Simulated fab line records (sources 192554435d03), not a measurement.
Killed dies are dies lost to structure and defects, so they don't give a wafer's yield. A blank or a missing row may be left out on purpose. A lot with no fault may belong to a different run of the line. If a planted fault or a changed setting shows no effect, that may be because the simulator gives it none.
Split-lot trial    flow n5Finfet    21 wafers read across 7 lots, on a route 1938 steps long

== THE SPLIT ==
At N5_MOL_CONTACT_COAG_CVD_140 (deposits W, target thk 66.5 nm, time 215 s), the setting targetThkA was moved away from the recipe's 665 angstrom on 8 of the 21 wafers read, by -13.3% to +4.4%. All remaining wafers had this setting at the recipe value.

The reading is taken at the split's own step.

== THE READING ==
W_of_MOL_CONTACT_COAG_CVD_140.thkNm (the simulator's own value, which no gauge read), in nm, at N5_MOL_CONTACT_COAG_CVD_140 (deposits W, target thk 66.5 nm, time 215 s). There is no usual value for it anywhere in the file. Here, 13 wafers ran the recipe; their average is 66.7 nm with a standard deviation of 0.71 nm.

wafer   tool, chamber at the split  targetThkA as run, angstrom  against the recipe  W_of_MOL_CONTACT_COAG_CVD_140.thkNm, nm  against lot-mates on the recipe
L074.3  cvdW-02, 0                  665                          recipe              66.2                                     -
L074.4  cvdW-02, 1                  665                          recipe              66.6                                     -
L074.6  cvdW-02, 0                  576.7                        -13.3%              57                                       -9.4
L077.1  cvdW-01, 0                  665                          recipe              66.4                                     -
L077.4  cvdW-01, 0                  665                          recipe              67                                       -
L077.5  cvdW-01, 0                  665                          recipe              66.6                                     -
L080.1  cvdW-02, 0                  598.4                        -10.0%              59                                       -7.6
L080.4  cvdW-02, 1                  665                          recipe              66.6                                     -
L080.5  cvdW-02, 0                  598.4                        -10.0%              59.4                                     -7.2
L081.1  cvdW-02, 0                  694.2                        +4.4%               70.4                                     +3.2
L081.2  cvdW-02, 1                  694.2                        +4.4%               70.2                                     +3.0
L081.3  cvdW-02, 1                  665                          recipe              67.2                                     -
L085.1  cvdW-01, 0                  665                          recipe              67.6                                     -
L085.4  cvdW-01, 1                  633.3                        -4.8%               64                                       -4.0
L085.6  cvdW-01, 0                  665                          recipe              68.4                                     -
L093.2  cvdW-02, 0                  665                          recipe              65.6                                     -
L093.4  cvdW-02, 1                  665                          recipe              65.8                                     -
L093.5  cvdW-02, 0                  665                          recipe              66.4                                     -
L097.1  cvdW-01, 1                  583.5                        -12.3%              58.4                                     -8.0
L097.2  cvdW-01, 0                  665                          recipe              66.4                                     -
L097.6  cvdW-01, 1                  583.5                        -12.3%              58                                       -8.4

THE FIT
A straight line over all 21 wafers: W_of_MOL_CONTACT_COAG_CVD_140.thkNm changes by +0.725 nm for each +1% of targetThkA; r = +0.99; the points scatter about the line by 0.65 nm.
The same after taking each lot's own level away (the mean of its wafers on the recipe; 21 wafers): +0.702 nm for each +1%; r = +1.00; scatter 0.33 nm.
Per that fit: largest targetThkA move, reading shift of 9.3 nm.
Across the lots, their own levels run from 65.93 to 68.00 nm, a range of 2.9 times the standard deviation given above.
The two slopes are in agreement: the lot-to-lot level therefore moves the slope only a little.
Check: with one of the wafers moved furthest among these (-13.3%) left out of the fit, the line predicts -9.34 nm for it against its lot-mates. It came out at -9.4 nm against them.

== OTHER SPLITS APPLIED TO THESE WAFERS ==
Note: prior to the reading, these wafers also went through further splits. Each is held against what the fit with the lots' levels taken away leaves over:
other split on the same wafers              wafers away from the commonest value  r with W_of_MOL_CONTACT_COAG_CVD_140.thkNm (lot level and that fit taken away)
N5_GATE_CUT_EXPOSE_10 doseMj                7                                     +0.33
N5_GATE_CUT_DESCUM_18 timeS                 6                                     +0.28
N5_MOL_CONTACT_COAG_SPUTTER_143 targetThkA  8                                     +0.37

== THE FILE'S OWN FIT ==
W_of_MOL_CONTACT_COAG_CVD_140.thkNm changes by +0.708 nm for each +1% of targetThkA, r = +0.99.
